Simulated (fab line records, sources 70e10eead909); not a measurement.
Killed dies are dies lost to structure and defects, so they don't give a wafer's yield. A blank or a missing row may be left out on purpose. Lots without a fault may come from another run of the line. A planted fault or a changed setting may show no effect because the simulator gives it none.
Which tool did it? | flow nand_harc | 11 lots, 33 wafers sampled, at 8 steps of a route of 1159

WHAT THE GAUGES READ, wafer by wafer
NHARC_P_STI_CD_MEAS_09: target cd 200 nm.
lot  | measured    | on        | cd_nm (nm)
L139 | day 2 18:54 | cd_sem-02 | 196.9 198.9 198.7
L140 | day 3 02:04 | cd_sem-01 | 200.7 200.8 199.4
L141 | day 3 02:02 | cd_sem-01 | 200.9 199.0 200.0
L144 | day 3 23:20 | cd_sem-03 | 100.7 102.8 102.8
L145 | day 4 07:01 | cd_sem-03 | 200.0 198.4 197.6
L146 | day 4 10:52 | cd_sem-01 | 123.1 125.7 126.0
L149 | day 5 04:37 | cd_sem-03 | 131.4 131.7 133.2
L153 | day 6 13:10 | cd_sem-02 | 200.7 199.2 199.2
L154 | day 6 13:12 | cd_sem-01 | 199.1 199.8 197.6
L158 | day 7 11:00 | cd_sem-03 | 201.0 201.6 202.4
L159 | day 7 16:46 | cd_sem-03 | 198.5 200.9 198.7

NHARC_P_STI_OVL_MEAS_10.
lot  | measured    | on         | overlay_x_nm (nm) | overlay_y_nm (nm)
L139 | day 2 18:59 | overlay-01 | -8 -8 -8          | 7 8 7
L140 | day 3 02:10 | overlay-01 | -5 -6 -6          | -1 0 0
L141 | day 3 02:07 | overlay-02 | -11 -11 -11       | 6 6 6
L144 | day 3 23:25 | overlay-01 | 2 2 3             | 0 0 0
L145 | day 4 07:06 | overlay-02 | 1 1 1             | 2 2 2
L146 | day 4 10:58 | overlay-01 | -2 -2 -2          | -14 -13 -14
L149 | day 5 04:42 | overlay-02 | 2 2 2             | 15 14 14
L153 | day 6 13:15 | overlay-01 | 0 1 1             | -6 -5 -6
L154 | day 6 13:17 | overlay-02 | 9 9 9             | -8 -8 -8
L158 | day 7 11:05 | overlay-02 | -4 -3 -4          | 8 8 7
L159 | day 7 16:51 | overlay-01 | -5 -5 -5          | -5 -5 -5

NHARC_P_STI_OCD_MEAS_17.
lot  | measured    | on     | trench_foot_cd_nm (nm)
L139 | day 2 19:41 | ocd-01 | 155.3 157.2 157.5
L140 | day 3 02:52 | ocd-02 | 158.9 158.3 156.9
L141 | day 3 02:49 | ocd-01 | 158.2 156.8 157.4
L144 | day 4 00:07 | ocd-01 | 58.1 61.3 60.4
L145 | day 4 07:48 | ocd-02 | 157.7 156.6 155.3
L146 | day 4 11:40 | ocd-02 | 80.4 83.7 83.6
L149 | day 5 05:25 | ocd-01 | 89.0 90.1 91.0
L153 | day 6 13:57 | ocd-01 | 159.4 157.7 157.3
L154 | day 6 14:00 | ocd-02 | 157.3 158.7 156.3
L158 | day 7 11:47 | ocd-02 | 159.2 160.3 160.5
L159 | day 7 17:40 | ocd-02 | 156.9 160.2 156.9

NHARC_P_STI_OCD_MEAS_43.
lot  | measured    | on     | trench_foot_cd_nm (nm)
L139 | day 2 20:11 | ocd-02 | 155.2 157.0 157.5
L140 | day 3 03:22 | ocd-02 | 159.4 158.4 157.0
L141 | day 3 03:20 | ocd-01 | 158.2 156.2 157.7
L144 | day 4 00:37 | ocd-02 | 58.5 61.0 59.9
L145 | day 4 08:19 | ocd-01 | 158.0 157.0 155.1
L146 | day 4 12:10 | ocd-01 | 80.6 84.2 84.0
L149 | day 5 05:55 | ocd-02 | 88.9 89.2 90.4
L153 | day 6 14:28 | ocd-01 | 159.7 157.2 157.8
L154 | day 6 14:30 | ocd-02 | 157.3 158.6 156.9
L158 | day 7 12:18 | ocd-01 | 159.4 161.0 161.1
L159 | day 7 18:11 | ocd-01 | 156.6 159.2 156.9

NHARC_END_SORT_01.
lot  | measured     | on        | killed_at_array | killed_at_other | killed_at_periphery | killed_dies | killed_open | killed_short
L144 | day 21 08:11 | prober-02 | 22 23 24        | 0 2 1           | 655 652 652         | 677 677 677 | 2 1 6       | 2 2 2
L146 | day 21 22:07 | prober-01 | 19 26 19        | 0 0 0           | 658 651 658         | 677 677 677 | 1 4 2       | 0 1 2
L149 | day 23 14:49 | prober-01 | 24 27 23        | 1 1 0           | 652 649 654         | 677 677 677 | 3 5 3       | 5 1 0

WHICH TOOL RAN EACH LOT (tool, then ch and the chambers of the sampled wafers, then the start)
lot  | NHARC_P_ZERO_WELL_ETCH_63       | NHARC_P_STI_EXPOSE_06            | NHARC_P_STI_ETCH_31
L139 | rie_si-01 ch 0,1, day 1 19:40   | krf_scanner-01 ch 0, day 2 18:44 | rie_diel-07 ch 0,3, day 2 19:41 or earlier
L140 | rie_si-06 ch 0,3, day 2 01:32   | krf_scanner-01 ch 0, day 3 01:55 | rie_diel-01 ch 0,1,3, day 3 02:52 or earlier
L141 | rie_si-06 ch 1,2,3, day 2 07:39 | krf_scanner-01 ch 0, day 3 01:53 | rie_diel-06 ch 0,2, day 3 02:49 or earlier
L144 | rie_si-01 ch 0,1,2, day 3 01:39 | krf_scanner-01 ch 0, day 3 23:11 | rie_diel-07 ch 0,1,3, day 4 00:07 or earlier
L145 | rie_si-02 ch 1,2, day 3 07:41   | krf_scanner-02 ch 0, day 4 06:52 | rie_diel-01 ch 0,3, day 4 07:48 or earlier
L146 | rie_si-01 ch 0,2,3, day 3 13:38 | krf_scanner-01 ch 0, day 4 10:43 | rie_diel-06 ch 1,3, day 4 11:40 or earlier
L149 | rie_si-01 ch 1,2, day 4 07:40   | krf_scanner-01 ch 0, day 5 04:28 | rie_diel-07 ch 0,1,2, day 5 05:25 or earlier
L153 | rie_si-02 ch 0,1,2, day 5 08:02 | krf_scanner-02 ch 0, day 6 13:01 | rie_diel-06 ch 0,1,2, day 6 13:57 or earlier
L154 | rie_si-01 ch 0,2,3, day 5 13:40 | krf_scanner-02 ch 0, day 6 13:03 | rie_diel-01 ch 0,2,3, day 6 14:00 or earlier
L158 | rie_si-02 ch 0,3, day 6 13:47   | krf_scanner-02 ch 0, day 7 10:51 | rie_diel-07 ch 2,3, day 7 11:47 or earlier
L159 | rie_si-02 ch 0,3, day 6 19:40   | krf_scanner-03 ch 0, day 7 16:37 | rie_diel-01 ch 2, day 7 17:17
- NHARC_P_ZERO_WELL_ETCH_63: etches the open film in HBr/Cl2, target depth 120 nm, time 40.1 s.
- NHARC_P_STI_EXPOSE_06: exposes mask P STI, target cd 200 nm.
- NHARC_P_STI_ETCH_31: etches the open film in CF4/CHF3, target depth 108.9 nm, time 54.5 s.

WHAT THE TOOLS THEMSELVES READ (means of the sampled wafers that have a number; where no wafer has one, the mark that the record gives instead)
NHARC_P_ZERO_WELL_ETCH_63.
lot  | tool      | drypump_motor_current_A (A) | he_backside_leak_sccm (sccm) | oes_product_au (a.u.) | throttle_valve_pct (%)
L139 | rie_si-01 | 5.8                         | 2.98                         | 0.995                 | 26.410
L140 | rie_si-06 | 5.5                         | 2.52                         | 1.006                 | 26.407
L141 | rie_si-06 | 5.7                         | 2.56                         | 0.997                 | 26.406
L144 | rie_si-01 | 5.9                         | 2.75                         | 0.994                 | 26.414
L145 | rie_si-02 | 5.9                         | 2.79                         | 0.993                 | 26.401
L146 | rie_si-01 | 5.7                         | 2.57                         | 0.992                 | 26.404
L149 | rie_si-01 | 6.1                         | 2.91                         | 0.999                 | 26.408
L153 | rie_si-02 | 5.7                         | 2.78                         | 0.999                 | 26.411
L154 | rie_si-01 | 5.7                         | 2.63                         | 0.989                 | 26.415
L158 | rie_si-02 | 5.1                         | 2.73                         | 0.995                 | 26.405
L159 | rie_si-02 | 5.0                         | 2.68                         | 0.994                 | 26.407

NHARC_P_STI_EXPOSE_06.
lot  | tool           | exposure_dose_mJ_cm2
L139 | krf_scanner-01 | 37.76
L140 | krf_scanner-01 | 37.86
L141 | krf_scanner-01 | 37.85
L144 | krf_scanner-01 | 24.11
L145 | krf_scanner-02 | 37.68
L146 | krf_scanner-01 | 26.85
L149 | krf_scanner-01 | 27.76
L153 | krf_scanner-02 | 37.66
L154 | krf_scanner-02 | 37.68
L158 | krf_scanner-02 | 37.64
L159 | krf_scanner-03 | 37.66

NHARC_P_STI_ETCH_31.
lot  | tool        | drypump_motor_current_A (A) | oes_product_au (a.u.) | rf_vpp_V (V) | showerhead_plenum_p_Torr (Torr) | throttle_valve_pct (%)
L139 | rie_diel-07 | 5.9                         | 0.974                 | 371.1        | 1.59                            | 16.793
L140 | rie_diel-01 | 5.4                         | 0.961                 | 373.2        | 1.62                            | 16.803
L141 | rie_diel-06 | 5.8                         | 0.968                 | 370.4        | 1.57                            | 16.802
L144 | rie_diel-07 | 6.1                         | 0.964                 | 371.0        | 1.57                            | 16.799
L145 | rie_diel-01 | 5.4                         | 0.969                 | 372.1        | 1.63                            | 16.800
L146 | rie_diel-06 | 5.6                         | 0.976                 | 368.4        | 1.53                            | 16.800
L149 | rie_diel-07 | 5.9                         | 0.967                 | 371.2        | 1.59                            | 16.806
L153 | rie_diel-06 | 5.6                         | 0.966                 | 369.8        | 1.54                            | 16.801
L154 | rie_diel-01 | 5.4                         | 0.976                 | 373.2        | 1.66                            | 16.789
L158 | rie_diel-07 | 5.5                         | 0.968                 | 372.0        | 1.61                            | 16.797
L159 | rie_diel-01 | 5.3                         | 0.942                 | 374.0        | 1.69                            | 16.813

THE ANSWER, worked out from the rows above alone
Rule: what is usual is taken from the lots themselves. Put in order of their means at a reading, lots are off if they are a third of the lots or fewer, leave a main group of 4 or more, and stand apart from it by a gap of 3 or more times the standard deviation of the main group's means; of several such gaps the widest counts. A main group whose means are all the same, to the digits that the tables above print for the reading, isn't used. A lot without any number at a reading at which 4 lots or more have one is off too. The other lots that the step has rows for count as sound. The gauges are gone through in route order, then the tools' own readings, and for those a lot's mean is taken as printed above. The first step at which some lot is off is used, and at that step the reading that is off furthest; a lot without a number counts as furthest.
Off: L144, L146, L149, at NHARC_P_STI_CD_MEAS_09 (cd_nm). The main group: mean 199.6 nm, standard deviation 1.
A tool fits if, at a process step before that reading, it ran every lot that is off, and no sound lot after the first of them. The gauges at NHARC_P_STI_CD_MEAS_09 aren't tried: what is off there is off at NHARC_P_STI_OCD_MEAS_17 too, on other tools, and a gauge's error can't cause that. One fits: krf_scanner-01 at NHARC_P_STI_EXPOSE_06. Its last sound lot is L140 (day 3 01:55), its first lot that is off L144 (day 3 23:11): a fault that began between those two fits.
The tool's own readings at NHARC_P_STI_EXPOSE_06 bear it out: on the lots that are off they differ by more than 5 times the standard deviation of the sound lots' means. exposure_dose_mJ_cm2 reads 26.24 there against 37.72 on the sound lots.

WHAT THE SIMULATOR HAD PUT IN
Process parameter drift: krf_scanner-01, from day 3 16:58 on, at NHARC_P_STI_EXPOSE_06. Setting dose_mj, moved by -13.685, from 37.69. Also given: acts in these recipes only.
Lots struck among those shown: L144, L146, L149. The rule above found the same.
